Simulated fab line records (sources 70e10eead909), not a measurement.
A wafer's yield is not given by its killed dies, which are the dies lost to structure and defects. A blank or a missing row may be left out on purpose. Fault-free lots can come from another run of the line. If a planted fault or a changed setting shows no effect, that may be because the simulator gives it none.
Chamber matching || flow nand harc || NHARC_A_STAIRCASE_DESCUM_312 on rie diel-05: 4 sister chambers
The step chemistry O2, time 3 s. 20 wafers are shown with their chamber, then 10 later ones without.

## WAFERS WITH THEIR CHAMBER
{"wafer": "L075.3", "chamber": 0, "drypump motor current A (A)": 6.0, "showerhead plenum p Torr (Torr)": 1.81, "throttle valve pct (%)": 11.302}
{"wafer": "L075.4", "chamber": 1, "drypump motor current A (A)": 4.9, "showerhead plenum p Torr (Torr)": 1.96, "throttle valve pct (%)": 11.310}
{"wafer": "L075.6", "chamber": 0, "drypump motor current A (A)": 6.0, "showerhead plenum p Torr (Torr)": 1.81, "throttle valve pct (%)": 11.312}
{"wafer": "L080.1", "chamber": 2, "drypump motor current A (A)": 5.7, "showerhead plenum p Torr (Torr)": 1.78, "throttle valve pct (%)": 11.306}
{"wafer": "L080.2", "chamber": 0, "drypump motor current A (A)": 6.0, "showerhead plenum p Torr (Torr)": 1.81, "throttle valve pct (%)": 11.321}
{"wafer": "L080.5", "chamber": 0, "drypump motor current A (A)": 6.0, "showerhead plenum p Torr (Torr)": 1.81, "throttle valve pct (%)": 11.311}
{"wafer": "L082.1", "chamber": 0, "drypump motor current A (A)": 6.0, "showerhead plenum p Torr (Torr)": 1.80, "throttle valve pct (%)": 11.308}
{"wafer": "L082.2", "chamber": 2, "drypump motor current A (A)": 5.7, "showerhead plenum p Torr (Torr)": 1.77, "throttle valve pct (%)": 11.301}
{"wafer": "L082.6", "chamber": 2, "drypump motor current A (A)": 5.7, "showerhead plenum p Torr (Torr)": 1.77, "throttle valve pct (%)": 11.302}
{"wafer": "L083.2", "chamber": 0, "drypump motor current A (A)": 6.0, "showerhead plenum p Torr (Torr)": 1.80, "throttle valve pct (%)": 11.303}
{"wafer": "L083.5", "chamber": 1, "drypump motor current A (A)": 4.9, "showerhead plenum p Torr (Torr)": 1.95, "throttle valve pct (%)": 11.311}
{"wafer": "L083.6", "chamber": 0, "drypump motor current A (A)": 6.0, "showerhead plenum p Torr (Torr)": 1.80, "throttle valve pct (%)": 11.314}
{"wafer": "L084.2", "chamber": 3, "drypump motor current A (A)": 5.2, "showerhead plenum p Torr (Torr)": 1.96, "throttle valve pct (%)": 11.311}
{"wafer": "L084.4", "chamber": 1, "drypump motor current A (A)": 4.9, "showerhead plenum p Torr (Torr)": 1.95, "throttle valve pct (%)": 11.312}
{"wafer": "L084.6", "chamber": 1, "drypump motor current A (A)": 5.0, "showerhead plenum p Torr (Torr)": 1.95, "throttle valve pct (%)": 11.307}
{"wafer": "L087.2", "chamber": 0, "drypump motor current A (A)": 6.0, "showerhead plenum p Torr (Torr)": 1.80, "throttle valve pct (%)": 11.308}
{"wafer": "L087.3", "chamber": 3, "drypump motor current A (A)": 5.3, "showerhead plenum p Torr (Torr)": 1.95, "throttle valve pct (%)": 11.305}
{"wafer": "L087.5", "chamber": 0, "drypump motor current A (A)": 6.0, "showerhead plenum p Torr (Torr)": 1.80, "throttle valve pct (%)": 11.326}
{"wafer": "L089.1", "chamber": 1, "drypump motor current A (A)": 4.9, "showerhead plenum p Torr (Torr)": 1.95, "throttle valve pct (%)": 11.302}
{"wafer": "L089.5", "chamber": 0, "drypump motor current A (A)": 6.0, "showerhead plenum p Torr (Torr)": 1.80, "throttle valve pct (%)": 11.310}

SIGNATURES, as means of the wafers listed above
{"reading": "drypump motor current A", "chamber 0": 6.000, "chamber 1": 4.920, "chamber 2": 5.700, "chamber 3": 5.250, "scatter within a chamber": 0.0285}
{"reading": "showerhead plenum p Torr", "chamber 0": 1.8040, "chamber 1": 1.9520, "chamber 2": 1.7733, "chamber 3": 1.9550, "scatter within a chamber": 0.00522}
{"reading": "throttle valve pct", "chamber 0": 11.31150, "chamber 1": 11.30840, "chamber 2": 11.30300, "chamber 3": 11.30800, "scatter within a chamber": 0.00609}
Rule: for each reading, subtract the chamber's mean from the wafer's reading, divide by that reading's scatter and square the result; add these up over the readings and take the root, which gives the wafer's distance from the chamber. The wafer belongs to the nearest chamber; if the next one is less than 2 further off, it can't be placed. How the scatter is found: for the shown wafers, subtract from each reading the mean of its chamber, square and add these, divide the total by (wafers less chambers), then take the root.

## WAFERS WITHOUT THEIR CHAMBER
{"wafer": "L089.6", "drypump motor current A (A)": 4.9, "showerhead plenum p Torr (Torr)": 1.95, "throttle valve pct (%)": 11.308}
{"wafer": "L091.1", "drypump motor current A (A)": 5.7, "showerhead plenum p Torr (Torr)": 1.76, "throttle valve pct (%)": 11.308}
{"wafer": "L091.4", "drypump motor current A (A)": 5.3, "showerhead plenum p Torr (Torr)": 1.95, "throttle valve pct (%)": 11.332}
{"wafer": "L091.5", "drypump motor current A (A)": 6.0, "showerhead plenum p Torr (Torr)": 1.79, "throttle valve pct (%)": 11.317}
{"wafer": "L096.1", "drypump motor current A (A)": 5.0, "showerhead plenum p Torr (Torr)": 1.94, "throttle valve pct (%)": 11.303}
{"wafer": "L096.4", "drypump motor current A (A)": 5.7, "showerhead plenum p Torr (Torr)": 2.07, "throttle valve pct (%)": 11.310}
{"wafer": "L096.6", "drypump motor current A (A)": 4.9, "showerhead plenum p Torr (Torr)": 1.94, "throttle valve pct (%)": 11.309}
{"wafer": "L096.2", "drypump motor current A (A)": 6.0, "showerhead plenum p Torr (Torr)": 1.79, "throttle valve pct (%)": 11.295}
{"wafer": "L096.3", "drypump motor current A (A)": 5.2, "showerhead plenum p Torr (Torr)": 1.94, "throttle valve pct (%)": 11.293}
{"wafer": "L096.5", "drypump motor current A (A)": 5.7, "showerhead plenum p Torr (Torr)": 2.07, "throttle valve pct (%)": 11.307}

## EACH ONE'S CHAMBER
{"wafer": "L089.6", "from the rows above": 1, "in truth": 1}
{"wafer": "L091.1", "from the rows above": 2, "in truth": 2}
{"wafer": "L091.4", "from the rows above": 3, "in truth": 3}
{"wafer": "L091.5", "from the rows above": 0, "in truth": 0}
{"wafer": "L096.1", "from the rows above": 1, "in truth": 1}
{"wafer": "L096.4", "from the rows above": 3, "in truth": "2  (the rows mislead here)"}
{"wafer": "L096.6", "from the rows above": 1, "in truth": 1}
{"wafer": "L096.2", "from the rows above": 0, "in truth": 0}
{"wafer": "L096.3", "from the rows above": 3, "in truth": 3}
{"wafer": "L096.5", "from the rows above": 3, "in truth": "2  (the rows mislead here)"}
8 of 10 placed correctly. Number that these rows cannot place: 0. 2 placed wrongly.
